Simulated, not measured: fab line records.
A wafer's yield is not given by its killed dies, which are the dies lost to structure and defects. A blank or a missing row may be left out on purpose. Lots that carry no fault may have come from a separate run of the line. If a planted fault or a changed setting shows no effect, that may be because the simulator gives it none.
fab line records	flow n5Finfet
record lots=8	wafers=24	lastDay=18
route steps=1938 shown BEOL_M0_SAQP@653 BEOL_M0_CUTY@710 BEOL_M4@1111 PASSIVATION@1936
lots that met no fault: taken from a fault-free run of the same line
startH: start of the lot's first displayed wafer, in hours after the record's first day	waitH: hours from the lot's prior step to this one	" same as the row above	L1.1+2: several wafers, shown together as one row	- no value, or no start given	* or withheld: withheld	< > ~ a bound
route shown NAME@n: NAME is a module with steps in the file, n the number in the route of the first one	usual: average and standard deviation across the fault-free wafers	same: alike in all rows	chamber/n: place in a boat	sites: per-site readings	_std_site: their standard deviation	_edge_site: outer sites' mean less inner sites'	radiusMm: for every site, how far away it sits from the centre of the wafer	mask NAME#n: copy n	behind: tool/chamber where the wafer was last shaped	hold: why the lot was held/for how many hours/how that ended	device: which transistor (n, p or np) failed to switch	end of line: tests of these same wafers at the route's end	a step with no rows: only its recipe	killed: dies lost to structure and defects at the first sort, not the wafer's yield	map: a wafer's dies, x killed, . not, _ none there
set.NAME: the setting the step ran with; set.NAME@STEP: the setting that earlier step ran with	model.NAME: the simulator's own value behind a step, which no gauge read
one table for each step of the route and one row for each wafer, over a sample of lots
services: a tool's chamber out of use, with start hour (startH, from the record's first day; less than 0 if before it), hours out, and reason
## steps
# step N5_BEOL_M0_SAQP_ETCH_83
# recipe chemistry=CF4	target=SiARC	targetDepthA=390	maskMaterial=CAR-ArF	timeS=65	ionEnergyEv=80	pressureMtorr=40	sourceW=545	biasW=36	Ar_flow_sccm=100	cf4FlowSccm=100	ends=cleared
# usual biasW=36.02/0.1	chamberPressureMTorr=40.00/0.039	drypumpMotorCurrentA=5.8/0.53	etchRfOnTimeS=65.0/1	oesProductAu=0.64/0.06	rfVppV=183.9/1.2	showerheadPlenumPTorr=2.13/0.062	throttleValvePct=15.77/0.23
lot.wafer	tool	chamber	startH	waitH	biasW	chamberPressureMTorr	drypumpMotorCurrentA	etchRfOnTimeS	oesProductAu	rfHoursCounterH	rfVppV	showerheadPlenumPTorr	throttleValvePct
L193.3	rieDiel-04	1	120.71	0.0	36.10	39.97	6.6	63.8	0.68	142	182.6	2.06	15.72
L193.5	"	0	"	"	36.05	40.00	6.1	64.5	0.63	-	184.0	2.14	15.77
L193.6	"	3	"	"	36.09	40.02	5.7	63.8	0.61	-	183.5	2.04	15.99
L195.1	rieDiel-04	3	137.96	0.0	36.03	39.96	5.7	64.1	0.61	226	181.2	2.03	16.02
L195.5	"	0	"	"	36.02	39.97	6.1	64.6	0.63	-	184.9	2.14	15.76
L195.6	"	3	"	"	35.90	40.04	5.7	64.7	0.60	-	183.8	2.03	16.00
L199.1	rieDiel-02	3	152.68	0.0	35.84	39.94	4.7	65.1	0.64	177	184.6	2.14	15.83
L199.2	"	2	"	"	36.17	40.02	5.6	65.0	0.65	129	183.9	2.15	15.42
L199.5	"	3	"	"	36.06	40.01	4.7	65.0	0.63	-	183.2	2.14	15.83
L200.2	rieDiel-02	0	158.31	0.0	35.91	39.99	6.0	66.3	0.60	210	183.4	2.12	16.03
L200.4	"	1	"	"	36.05	40.02	5.9	64.1	0.86	1	186.8	2.29	15.22
L200.5	"	3	"	"	35.95	39.95	4.8	64.6	0.63	-	183.4	2.14	15.84
L201.1	rieDiel-02	3	163.01	0.0	36.05	39.97	4.7	64.5	0.63	181	184.7	2.14	15.86
L201.2	"	0	"	"	36.16	40.04	6.1	65.8	0.61	212	184.4	2.12	16.02
L201.5	"	2	"	"	35.97	40.05	5.6	65.2	0.65	-	184.1	2.15	15.41
L203.2	rieDiel-04	1	177.62	0.0	35.90	39.96	6.6	64.2	0.65	159	183.0	2.06	15.75
L203.5	"	2	"	"	35.84	40.03	5.5	64.8	0.65	-	184.7	2.22	15.70
L203.6	"	3	"	"	36.02	39.99	5.6	64.6	0.60	-	180.7	2.03	16.05
L214.1	rieDiel-02	1	239.85	0.0	35.90	40.01	5.9	64.2	0.78	27	184.9	2.28	15.28
L214.3	"	3	"	"	36.07	39.95	4.8	64.5	0.62	206	182.9	2.13	15.87
L214.5	"	0	"	"	35.98	39.97	6.0	65.4	0.60	-	183.3	2.11	16.05
L215.2	rieDiel-05	3	247.71	0.0	36.08	40.00	5.6	68.3	0.59	219	183.7	2.11	16.14
L215.4	"	0	"	"	36.01	39.91	5.4	66.6	0.57	233	184.0	2.11	15.84
L215.6	"	3	"	"	36.16	39.99	5.6	67.4	0.59	-	183.3	2.11	16.14
# step N5_BEOL_M0_SAQP_RECESS_114
# recipe chemistry=HF/NH3	target=SiO2	targetDepthA=144	afsCycles=3	tempC=30	sublimationTempC=180	sublimationTimeS=60
# usual drypumpMotorCurrentA=6.0/0.49
lot.wafer	tool	chamber	startH	waitH	drypumpMotorCurrentA
L193.3	vaporEtch-02	1	121.30	0.1	6.1
L193.5	"	1	"	"	6.0
L193.6	"	0	"	"	5.2
L195.1	vaporEtch-02	1	138.43	0.0	6.0
L195.5	"	1	"	"	6.0
L195.6	"	0	"	"	5.2
L199.1	vaporEtch-01	1	153.15	0.0	6.3
L199.2	"	0	"	"	6.5
L199.5	"	1	"	"	6.4
L200.2	vaporEtch-02	0	158.80	0.0	5.2
L200.4	"	1	"	"	6.0
L200.5	"	0	"	"	5.2
L201.1	vaporEtch-02	1	163.48	0.0	6.0
L201.2	"	0	"	"	5.2
L201.5	"	1	"	"	5.9
L203.2	vaporEtch-02	1	178.09	0.0	6.0
L203.5	"	0	"	"	5.2
L203.6	"	1	"	"	5.9
L214.1	vaporEtch-02	1	240.32	0.0	5.9
L214.3	"	1	"	"	5.9
L214.5	"	0	"	"	5.2
L215.2	vaporEtch-02	0	248.18	0.0	5.2
L215.4	"	1	"	"	5.9
L215.6	"	0	"	"	5.2
# step N5_BEOL_M0_SAQP_INSPECT_42
# recipe mode=adi	inspectInstrument=brightfield
# usual rawDefectCount=352/99
lot.wafer	tool	chamber	startH	waitH	rawDefectCount
L193.3	defectInspect-01	-	124.83	0.0	366
L193.5	"	-	"	"	396
L193.6	"	-	"	"	229
L195.1	defectInspect-02	-	143.50	0.1	338
L195.5	"	-	"	"	338
L195.6	"	-	"	"	252
L199.1	defectInspect-01	-	157.20	0.1	321
L199.2	"	-	"	"	375
L199.5	"	-	"	"	307
L200.2	defectInspect-01	-	162.80	0.0	310
L200.4	"	-	"	"	1253
L200.5	"	-	"	"	287
L201.1	defectInspect-01	-	166.69	0.1	1289
L201.2	"	-	"	"	378
L201.5	"	-	"	"	1167
L203.2	defectInspect-01	-	181.66	0.0	1326
L203.5	"	-	"	"	226
L203.6	"	-	"	"	1265
L214.1	defectInspect-02	-	243.67	0.1	262
L214.3	"	-	"	"	299
L214.5	"	-	"	"	333
L215.2	defectInspect-02	-	254.15	0.0	211
L215.4	"	-	"	"	251
L215.6	"	-	"	"	341
# step N5_BEOL_M0_SAQP_CUT_ETCH_46
# recipe chemistry=N2/H2	target=SOC	targetDepthA=1350	overetchA=270	tempC=40	timeS=202.5	ionEnergyEv=200	maskMaterial=SiARC	pressureMtorr=30	sourceW=840	biasW=150	n2FlowSccm=200	h2FlowSccm=200
# usual biasW=150.1/0.46	chamberPressureMTorr=29.998/0.027	drypumpMotorCurrentA=5.8/0.52	n2FlowSccm=200.1/0.65	rfVppV=523.5/2.6	showerheadPlenumPTorr=2.53/0.084	throttleValvePct=17.95/0.23
# same timeS=202.5
lot.wafer	tool	chamber	startH	waitH	biasW	chamberPressureMTorr	drypumpMotorCurrentA	n2FlowSccm	rfHoursCounterH	rfVppV	showerheadPlenumPTorr	throttleValvePct
L193.3	rieDiel-05	2	125.07	0.0	149.5	30.028	5.5	200.1	226	523.3	2.51	17.89
L193.5	"	0	"	"	149.6	30.006	5.4	198.5	-	523.8	2.52	17.93
L193.6	"	3	"	"	151.2	29.985	5.6	201.1	-	523.0	2.52	18.25
L195.1	rieDiel-02	3	143.61	0.0	150.0	30.042	4.8	200.6	173	524.8	2.54	18.03
L195.5	"	0	"	"	149.8	30.000	6.0	199.7	-	523.8	2.52	18.29
L195.6	"	2	"	"	150.9	30.016	5.6	199.1	-	524.0	2.56	17.58
L199.1	rieDiel-04	3	157.31	0.0	149.3	30.006	5.7	199.7	233	519.5	2.40	18.13
L199.2	"	0	"	"	149.3	29.999	6.1	200.5	173	524.7	2.53	17.85
L199.5	"	0	"	"	149.5	30.004	6.1	200.9	-	524.5	2.53	17.80
L200.2	rieDiel-04	0	162.99	0.0	149.5	29.960	6.1	200.6	175	522.1	2.53	17.82
L200.4	"	3	"	"	149.5	30.035	5.7	200.7	234	518.1	2.40	18.12
L200.5	"	2	"	"	149.9	29.974	5.5	199.4	-	526.9	2.64	17.82
L201.1	rieDiel-05	1	166.81	0.0	150.1	30.025	6.7	200.0	204	523.1	2.52	18.03
L201.2	"	3	"	"	149.6	30.023	5.6	201.8	196	522.5	2.52	18.26
L201.5	"	2	"	"	150.1	30.008	5.5	200.0	-	521.4	2.51	17.90
L203.2	rieDiel-02	2	181.92	0.0	150.3	30.000	5.6	200.2	137	524.4	2.56	17.61
L203.5	"	0	"	"	150.3	29.972	6.0	198.4	-	523.8	2.52	18.32
L203.6	"	1	"	"	150.5	29.989	5.9	200.4	-	529.3	2.72	17.47
L214.1	rieDiel-05	2	243.79	0.0	150.5	30.046	5.5	200.1	5	522.8	2.50	17.50
L214.3	"	1	"	"	150.3	30.000	6.7	200.1	226	523.8	2.51	18.07
L214.5	"	1	"	"	149.4	29.988	6.7	199.4	-	521.2	2.51	18.08
L215.2	rieDiel-04	2	254.26	0.0	150.4	29.999	5.5	200.9	191	527.1	2.63	17.88
L215.4	"	3	"	"	149.8	30.009	5.7	199.8	9	529.0	2.71	17.73
L215.6	"	2	"	"	149.4	29.995	5.5	200.7	-	527.4	2.63	17.86
# step N5_BEOL_M0_SAQP_STRIP_75
# recipe chemistry=CF4	resist=SiARC	powerW=300	biasPowerW=75	pressureMtorr=50	cf4FlowSccm=150	rfFrequencyHz=6e+07
# usual biasPowerW=75.01/0.24	chamberPressureMTorr=50.00/0.05	drypumpMotorCurrentA=5.7/0.54	oesProductAu=0.174/0.016	rfVppV=270.9/1.5	showerheadPlenumPTorr=1.79/0.053	throttleValvePct=13.75/0.24
lot.wafer	tool	chamber	startH	waitH	biasPowerW	chamberPressureMTorr	drypumpMotorCurrentA	oesProductAu	rfHoursCounterH	rfVppV	showerheadPlenumPTorr	throttleValvePct
L193.3	rieDiel-04	0	126.03	0.1	74.81	50.09	6.1	0.170	163	270.6	1.79	13.73
L193.5	"	1	"	"	74.64	49.96	6.6	0.176	-	268.4	1.73	13.71
L193.6	"	0	"	"	74.90	49.99	6.1	0.172	-	271.7	1.79	13.73
L195.1	rieDiel-05	0	144.54	0.1	75.49	50.01	5.4	0.163	205	271.6	1.78	13.78
L195.5	"	3	"	"	75.04	50.04	5.6	0.169	-	270.8	1.78	14.07
L195.6	"	0	"	"	74.84	50.01	5.4	0.165	-	270.4	1.78	13.78
L199.1	rieDiel-04	1	158.14	0.1	74.83	50.05	6.6	0.176	154	269.6	1.73	13.73
L199.2	"	3	"	"	74.89	50.10	5.7	0.160	233	268.8	1.70	14.01
L199.5	"	1	"	"	74.75	49.98	6.6	0.180	-	269.9	1.73	13.72
L200.2	rieDiel-04	3	163.81	0.1	75.01	50.01	5.6	0.162	235	268.0	1.70	14.00
L200.4	"	1	"	"	75.05	49.93	6.6	0.176	155	268.7	1.73	13.72
L200.5	"	1	"	"	74.93	49.95	6.6	0.178	-	268.9	1.73	13.73
L201.1	rieDiel-02	3	167.79	0.1	74.70	49.99	4.8	0.172	182	270.2	1.79	13.79
L201.2	"	1	"	"	75.40	50.04	5.9	0.227	4	273.0	1.91	13.17
L201.5	"	2	"	"	74.78	49.88	5.6	0.177	-	271.9	1.80	13.39
L203.2	rieDiel-04	0	182.75	0.1	74.66	49.97	6.1	0.164	181	269.4	1.79	13.79
L203.5	"	2	"	"	75.13	50.02	5.5	0.174	-	273.5	1.87	13.72
L203.6	"	3	"	"	75.39	50.04	5.6	0.161	-	268.9	1.70	14.02
L214.1	rieDiel-02	0	244.68	0.1	75.25	49.96	6.0	0.164	233	269.7	1.77	14.06
L214.3	"	2	"	"	75.22	49.99	5.6	0.169	155	270.3	1.79	13.46
L214.5	"	2	"	"	75.36	50.00	5.6	0.167	-	271.5	1.79	13.47
L215.2	rieDiel-04	0	255.09	0.1	74.82	49.99	6.1	0.164	205	270.5	1.78	13.82
L215.4	"	3	"	"	74.86	49.97	5.6	0.213	9	274.0	1.90	13.48
L215.6	"	3	"	"	74.93	50.02	5.6	0.219	-	272.4	1.90	13.48
# step N5_BEOL_M0_CUTY_INSPECT_59
# recipe mode=adi	inspectInstrument=macro
# usual rawDefectCount=2.0/1.4
lot.wafer	tool	chamber	startH	waitH	rawDefectCount
L193.3	defectInspect-01	-	126.35	0.0	1
L193.5	"	-	"	"	2
L193.6	"	-	"	"	5
L195.1	defectInspect-01	-	144.99	0.0	1
L195.5	"	-	"	"	3
L195.6	"	-	"	"	1
L199.1	defectInspect-01	-	158.46	0.0	3
L199.2	"	-	"	"	2
L199.5	"	-	"	"	2
L200.2	defectInspect-02	-	164.26	0.0	1
L200.4	"	-	"	"	>300
L200.5	"	-	"	"	2
L201.1	defectInspect-01	-	168.12	0.0	>300
L201.2	"	-	"	"	1
L201.5	"	-	"	"	>300
L203.2	defectInspect-01	-	183.20	0.0	>300
L203.5	"	-	"	"	0
L203.6	"	-	"	"	>300
L214.1	defectInspect-01	-	245.13	0.0	1
L214.3	"	-	"	"	3
L214.5	"	-	"	"	3
L215.2	defectInspect-01	-	255.41	0.0	1
L215.4	"	-	"	"	3
L215.6	"	-	"	"	1
# step N5_BEOL_M4_RC_MEAS_101
# usual DIBL_N=36.3/1.2	DIBL_P=36.3/1.4	IOFF_N=0.157/0.02	IOFF_P=0.22/0.033	ION_N=675/9.6	ION_P=465/8.2	SS_N=71.4/0.45	SS_P=73.3/0.54	VT_N=249.8/2.5	VT_P=-249/3.2
lot.wafer	tool	chamber	startH	waitH	DIBL_N[mV/V]	DIBL_P[mV/V]	IOFF_N[nA/um]	IOFF_P[nA/um]	ION_N[uA/um]	ION_P[uA/um]	SS_N[mV/dec]	SS_P[mV/dec]	VT_N[mV]	VT_P[mV]
L193.3	prober-02	0	203.36	0.3	36.7	37.4	0.161	0.24	684	475	72.0	73.4	247.5	-247
L193.5	"	0	"	"	37.9	38.7	0.190	0.26	687	467	71.9	74.0	248.9	-249
L193.6	"	0	"	"	36.8	37.3	0.162	0.23	678	468	71.4	74.3	249.6	-249
L195.1	prober-01	0	215.64	0.0	36.5	35.2	0.145	0.20	677	465	71.7	73.1	253.5	-251
L195.5	"	0	"	"	37.5	37.4	0.176	0.24	690	477	71.7	73.4	246.0	-247
L195.6	"	0	"	"	36.6	34.6	0.138	0.19	674	460	71.2	73.4	252.7	-251
L201.1	prober-01	0	232.27	0.4	34.2	35.7	0.151	0.23	686	468	71.2	72.6	248.1	-247
L201.2	"	0	"	"	34.5	36.1	0.159	0.23	670	470	71.8	72.4	245.6	-248
L201.5	"	0	"	"	35.3	37.5	0.177	0.26	692	475	71.6	72.8	247.1	-246
L199.1	prober-02	0	234.49	0.0	37.6	37.5	0.184	0.22	686	470	71.3	73.1	244.6	-247
L199.2	"	0	"	"	35.8	34.8	0.135	0.17	662	449	71.1	72.5	250.2	-251
L199.5	"	0	"	"	35.3	34.3	0.135	0.17	664	458	71.0	72.0	251.1	-251
L200.2	prober-01	0	248.07	0.2	37.8	36.3	0.164	0.23	671	462	72.0	73.7	251.0	-246
L200.4	"	0	"	"	37.8	36.7	0.176	0.25	688	474	71.1	73.4	247.2	-245
L200.5	"	0	"	"	37.6	35.7	0.170	0.23	684	472	71.6	73.5	248.2	-247
L203.2	prober-01	0	263.83	0.2	37.4	38.4	0.177	0.21	680	462	72.0	73.6	248.5	-253
L203.5	"	0	"	"	36.5	36.9	0.157	0.18	669	459	71.7	73.1	249.4	-253
L203.6	"	0	"	"	36.8	36.2	0.153	0.18	665	451	72.0	73.3	250.3	-254
L214.1	prober-01	0	307.20	0.0	35.7	36.1	0.147	0.25	673	469	71.2	73.3	249.2	-246
L214.3	"	0	"	"	37.4	37.9	0.182	0.28	675	473	71.5	74.0	246.1	-245
L214.5	"	0	"	"	36.5	36.6	0.170	0.26	667	464	71.8	73.9	247.4	-246
L215.2	prober-02	0	331.82	0.2	38.2	39.2	0.187	0.29	688	471	71.6	74.1	249.0	-242
L215.4	"	0	"	"	34.8	34.9	0.119	0.20	665	470	70.4	72.6	251.8	-248
L215.6	"	0	"	"	39.5	40.7	0.208	0.34	685	478	71.7	74.1	247.2	-243
# step N5_PASSIVATION_PROBE_49
# usual defectLimitedYield=91.1/1.4	killed_at_M0_to_M3=33/10	killed_at_M4_up=15/5.8	killedAtContacts=13/5.9	killedAtFrontEnd=39/11	killedAtOther=4/3.6	killedDies=105/16	killedOnRim=13/3.7	killedOpen=68/11	killedShort=34/7.8	sort_bin_5_function=5.2/0.88	sort_bin_6_memory=3.3/0.61	sortNPass=1075/16	sortYieldPct=91.1/1.4
# same grossDies=1180	killedAtBackSide=0	sort_bin_4_leakage[%]=0	sort_bin_8_speed[%]=0
lot.wafer	tool	chamber	startH	waitH	defectLimitedYield[%]	killed_at_M0_to_M3	killed_at_M4_up	killedAtContacts	killedAtFrontEnd	killedAtOther	killedDies	killedOnRim	killedOpen	killedShort	sort_bin_5_function[%]	sort_bin_6_memory[%]	sortNPass	sortYieldPct[%]
L201.1	prober-02	-	328.35	0.0	83.6	107	33	18	29	6	193	28	76	28	10.0	4.0	987	83.6
L201.2	prober-02	-	328.40	0.1	91.2	29	15	19	39	2	104	10	67	33	4.7	3.8	1076	91.2
L201.5	prober-02	-	328.55	0.2	85.3	104	8	21	37	4	174	36	62	24	8.1	4.2	1006	85.3
L200.2	prober-02	-	356.40	0.1	92.0	32	9	16	30	7	94	12	65	27	4.8	2.8	1086	92.0
L200.4	prober-02	-	356.50	0.2	83.2	131	11	8	44	4	198	28	69	36	10.2	3.8	982	83.2
L200.5	prober-02	-	356.55	0.2	91.7	24	10	14	45	5	98	12	67	29	5.3	2.8	1082	91.7
L203.2	prober-02	-	369.48	0.1	85.7	118	18	5	25	3	169	30	56	25	8.5	3.2	1011	85.7
L203.5	prober-02	-	369.63	0.2	92.2	19	23	11	39	0	92	8	59	26	4.0	3.3	1088	92.2
L203.6	prober-02	-	369.68	0.3	83.8	127	14	13	37	0	191	35	71	34	9.3	3.7	989	83.8
# killed by level:class
L201.1 BEOL_M0_SAQP:unspecified=82 BEOL_M4:geometricParticle:open=18 MOL_CONTACT_COAG:geometricParticle:open=13 BEOL_M3:geometricParticle:open=8 FIN_SAQP:geometricParticle:open=6 STI_FIN_REVEAL:geometricParticle:open=5 DUMMY_GATE:geometricParticle:open=5 BEOL_M5:geometricParticle:open=5
L201.2 MOL_CONTACT_COAG:geometricParticle:open=17 DUMMY_GATE:geometricParticle:open=7 BEOL_M0_SAQP:geometricParticle:short=7 BEOL_M1:geometricParticle:open=7 BEOL_M4:geometricParticle:open=6 BEOL_M3:geometricParticle:open=6 FIN_SAQP:geometricParticle:open=5 STI_FIN_REVEAL:geometricParticle:open=4
L201.5 BEOL_M0_SAQP:unspecified=86 MOL_CONTACT_COAG:geometricParticle:open=16 FIN_SAQP:geometricParticle:open=9 STI_FIN_REVEAL:geometricParticle:open=8 FIN_SAQP:geometricParticle:short=7 MOL_CONTACT_COAG:geometricParticle:short=5 BEOL_M3:geometricParticle:open=5 DUMMY_GATE:geometricParticle:open=4
L200.2 MOL_CONTACT_COAG:geometricParticle:open=13 BEOL_M2:geometricParticle:open=9 FIN_SAQP:geometricParticle:open=7 BEOL_M1:geometricParticle:open=7 FIN_SAQP:geometricParticle:short=5 BEOL_M0_SAQP:geometricParticle:short=4 STI_FIN_REVEAL:geometricParticle:open=3 BEOL_M0:geometricParticle:open=3
L200.4 BEOL_M0_SAQP:unspecified=92 BEOL_M2:geometricParticle:open=12 FIN_SAQP:geometricParticle:open=10 BEOL_M0_SAQP:geometricParticle:short=10 DUMMY_GATE:geometricParticle:open=7 MOL_CONTACT_COAG:geometricParticle:open=7 BEOL_M0_SAQP:geometricParticle:open=7 STI_FIN_REVEAL:geometricParticle:short=6
L200.5 FIN_SAQP:geometricParticle:open=13 STI_FIN_REVEAL:geometricParticle:open=10 MOL_CONTACT_COAG:geometricParticle:open=9 BEOL_M1:geometricParticle:open=8 FIN_SAQP:geometricParticle:short=6 MOL_CONTACT_COAG:geometricParticle:short=5 DUMMY_GATE:geometricParticle:open=4 STI_FIN_REVEAL:geometricParticle:short=3
L203.2 BEOL_M0_SAQP:unspecified=87 FIN_SAQP:geometricParticle:open=8 BEOL_M3:geometricParticle:open=8 BEOL_M4:geometricParticle:open=7 MOL_CONTACT_COAG:geometricParticle:open=5 BEOL_M0:geometricParticle:open=5 BEOL_M0_SAQP:geometricParticle:short=4 FIN_SAQP:geometricParticle:short=3
L203.5 BEOL_M4:geometricParticle:open=10 FIN_SAQP:geometricParticle:open=8 MOL_CONTACT_COAG:geometricParticle:open=8 FIN_SAQP:geometricParticle:short=6 DUMMY_GATE:geometricParticle:open=6 STARTING-WAFER:geometricParticle:short=5 BEOL_M3:geometricParticle:open=5 STI_FIN_REVEAL:geometricParticle:open=3
L203.6 BEOL_M0_SAQP:unspecified=83 MOL_CONTACT_COAG:geometricParticle:open=11 BEOL_M2:geometricParticle:open=8 FIN_SAQP:geometricParticle:open=7 BEOL_M1:geometricParticle:open=7 FIN_SAQP:geometricParticle:short=7 BEOL_M0:geometricParticle:open=7 STI_FIN_REVEAL:geometricParticle:open=5
## services
tool	chamber	startH	hours	kind
rieDiel-04	3	97.35	10.8	repair
rieDiel-04	-	100.48	4.0	repair
vaporEtch-02	-	115.18	0.1	repair
rieDiel-02	1	137.73	-	clean
rieDiel-02	1	137.73	-	consumableReplace:focusRing
rieDiel-02	1	137.73	-	consumableReplace:showerhead
rieDiel-02	-	139.51	0.9	repair
vaporEtch-02	-	200.01	0.4	repair
rieDiel-02	0	202.66	7.8	repair
rieDiel-02	2	206.69	6.6	repair
rieDiel-05	2	209.91	-	clean
rieDiel-05	2	209.91	-	consumableReplace:focusRing
rieDiel-04	3	210.24	-	clean
rieDiel-04	3	210.24	-	consumableReplace:focusRing
rieDiel-04	3	210.24	-	consumableReplace:showerhead
rieDiel-04	3	210.24	16.8	scheduledDown
rieDiel-04	3	210.24	16.8	ventCycle
vaporEtch-02	-	212.12	0.4	repair
## key
firstSign step=N5_BEOL_M0_SAQP_INSPECT_42	reading=rawDefectCount	direction=up	sigmas=9.2	usual=352	struck=1260
effect step=N5_BEOL_M0_CUTY_INSPECT_59	reading=rawDefectCount	direction=up	sigmas=99+	usual=2.0	struck=>300
effect step=N5_PASSIVATION_PROBE_49	reading=killed_at_M0_to_M3	direction=up	sigmas=8.3	usual=33	struck=117
moreKillsBornAt N5_BEOL_M0_SAQP_RECESS_114@vaporEtch-02=430
metAt N5_BEOL_M0_SAQP_RECESS_114
struckLots L200,L201,L203
struckWafers L200.4,L201.1,L201.5,L203.2,L203.6
notActingAt N5_BEOL_M0_SAQP_ETCH_83,N5_BEOL_M0_SAQP_CUT_ETCH_46,N5_BEOL_M0_SAQP_STRIP_75
onsetBetween 138.43 158.80
fault kind=chamberParticleSource	tool=vaporEtch-02	chamber=1	onsetH=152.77	steps=N5_BEOL_M0_SAQP_RECESS_114	ratePerVisitCm2=1.4521	endH=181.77
